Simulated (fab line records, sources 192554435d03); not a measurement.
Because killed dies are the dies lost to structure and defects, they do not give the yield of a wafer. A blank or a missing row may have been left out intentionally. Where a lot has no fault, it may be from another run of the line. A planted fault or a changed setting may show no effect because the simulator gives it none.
Matching of chambers    flow n5-finfet    ald-metal-02 running N5_HKMG_FIN_ALD_21: 4 sister chambers
The step deposits TiN, target thk 1.5 nm, pulse time 1 s, purge time 3 s. 8 wafers are shown with their chamber, then 9 later ones without.

== WAFERS WITH THEIR CHAMBER ==
wafer   chamber  heater-power-w (W)  precursor-pulse-height-rel
L090.4  0        981                 1.015
L091.4  3        915                 1.009
L092.3  1        870                 1.020
L092.5  1        879                 1.005
L092.6  2        961                 1.022
L093.1  2        958                 0.982
L093.3  0        951                 1.008
L093.4  3        910                 1.002

== WAFERS WITHOUT THEIR CHAMBER ==
wafer   heater-power-w (W)  precursor-pulse-height-rel
L094.1  893                 0.972
L094.3  967                 1.001
L094.4  870                 1.004
L095.2  974                 0.993
L095.3  907                 0.985
L095.4  883                 1.031
L096.2  963                 0.975
L096.3  997                 0.996
L096.4  952                 0.997

== WHICH CHAMBER EACH ONE RAN IN ==
wafer   from the rows above      in truth
L094.1  can't be placed: 3 or 1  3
L094.3  can't be placed: 2 or 0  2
L094.4  1                        1
L095.2  can't be placed: 0 or 2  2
L095.3  can't be placed: 3 or 1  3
L095.4  can't be placed: 1 or 3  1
L096.2  can't be placed: 2 or 0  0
L096.3  can't be placed: 0 or 2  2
L096.4  can't be placed: 2 or 0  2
Correctly placed: 1 of 9. These rows do not allow placing 8 (true chamber among the candidates in 8). Wrongly placed: 0.
How it was worked out, from the rows above alone: a wafer's distance from a chamber is the root of the sum, over the readings, of the square of ((its reading less the chamber's mean) divided by the reading's scatter). If the next closest chamber is less than 2 further off than the closest, the wafer can't be placed; otherwise it belongs to the closest. Each chamber's mean is taken over the wafers shown for it. How the scatter is found: for the shown wafers, subtract from each reading the mean of its chamber, square and add these, divide the total by (wafers less chambers), then take the root.
